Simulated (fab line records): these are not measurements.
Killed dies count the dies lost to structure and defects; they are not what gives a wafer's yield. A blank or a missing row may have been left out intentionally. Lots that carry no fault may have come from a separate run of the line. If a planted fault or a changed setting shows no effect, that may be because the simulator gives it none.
Chamber matching :: flow nand-harc :: NHARC_THIN_TSV_DEP_43 on pecvd-02 has 3 sister chambers
The step deposits SiO2, target thk 1328.5 nm. 14 wafers are shown with their chamber, then 6 later ones without.

## EACH WAFER AND ITS CHAMBER
wafer: L984.2
chamber: 1
throttle-valve-pct (%): 15.2
rf-fwd-power-W (W): 898.1

wafer: L984.4
chamber: 1
throttle-valve-pct (%): 15.1
rf-fwd-power-W (W): 897.9

wafer: L984.6
chamber: 0
throttle-valve-pct (%): 16.3
rf-fwd-power-W (W): 899.4

wafer: L988.1
chamber: 0
throttle-valve-pct (%): 16.3
rf-fwd-power-W (W): 897.2

wafer: L988.3
chamber: 2
throttle-valve-pct (%): 15.0
rf-fwd-power-W (W): 893.4

wafer: L988.5
chamber: 2
throttle-valve-pct (%): 15.2
rf-fwd-power-W (W): 899.2

wafer: L989.1
chamber: 2
throttle-valve-pct (%): 15.1
rf-fwd-power-W (W): 897.7

wafer: L989.2
chamber: 0
throttle-valve-pct (%): 16.3
rf-fwd-power-W (W): 900.3

wafer: L989.3
chamber: 1
throttle-valve-pct (%): 14.9
rf-fwd-power-W (W): 901.0

wafer: L993.2
chamber: 0
throttle-valve-pct (%): 16.0
rf-fwd-power-W (W): 897.5

wafer: L994.2
chamber: 0
throttle-valve-pct (%): 16.3
rf-fwd-power-W (W): 895.0

wafer: L100.1
chamber: 0
throttle-valve-pct (%): 16.4
rf-fwd-power-W (W): 893.6

wafer: L100.3
chamber: 2
throttle-valve-pct (%): 15.2
rf-fwd-power-W (W): 898.6

wafer: L100.4
chamber: 0
throttle-valve-pct (%): 16.4
rf-fwd-power-W (W): 897.6

SIGNATURES, as means of the wafers listed above
reading: throttle-valve-pct
chamber 0: 16.286
chamber 1: 15.067
chamber 2: 15.125
scatter within a chamber: 0.129

reading: rf-fwd-power-W
chamber 0: 897.229
chamber 1: 899.000
chamber 2: 897.225
scatter within a chamber: 2.32
Rule: a wafer lies at a distance from a chamber equal to the root of the sum of squares, over the readings, of (its reading less the chamber's mean, divided by the reading's scatter). If the next closest chamber is less than 2 further off than the closest, the wafer can't be placed; otherwise it belongs to the closest. How the scatter is found: for the shown wafers, subtract from each reading the mean of its chamber, square and add these, divide the total by (wafers less chambers), then take the root.

## WAFERS WITH NO CHAMBER GIVEN
wafer: L102.1
throttle-valve-pct (%): 15.4
rf-fwd-power-W (W): 895.0

wafer: L102.2
throttle-valve-pct (%): 16.3
rf-fwd-power-W (W): 898.0

wafer: L102.5
throttle-valve-pct (%): 14.8
rf-fwd-power-W (W): 899.9

wafer: L104.2
throttle-valve-pct (%): 14.8
rf-fwd-power-W (W): 900.2

wafer: L104.3
throttle-valve-pct (%): 16.4
rf-fwd-power-W (W): 896.3

wafer: L104.4
throttle-valve-pct (%): 15.1
rf-fwd-power-W (W): 899.5

## WHICH CHAMBER EACH WENT THROUGH
wafer: L102.1
from the rows above: can't be placed: 2 or 1
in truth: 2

wafer: L102.2
from the rows above: 0
in truth: 0

wafer: L102.5
from the rows above: can't be placed: 1 or 2
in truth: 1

wafer: L104.2
from the rows above: can't be placed: 1 or 2
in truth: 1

wafer: L104.3
from the rows above: 0
in truth: 0

wafer: L104.4
from the rows above: can't be placed: 1 or 2
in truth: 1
2 of 6 placed correctly. From these rows, 4 cannot be placed; in 4 the true chamber is one of the candidates. 0 placed wrongly.
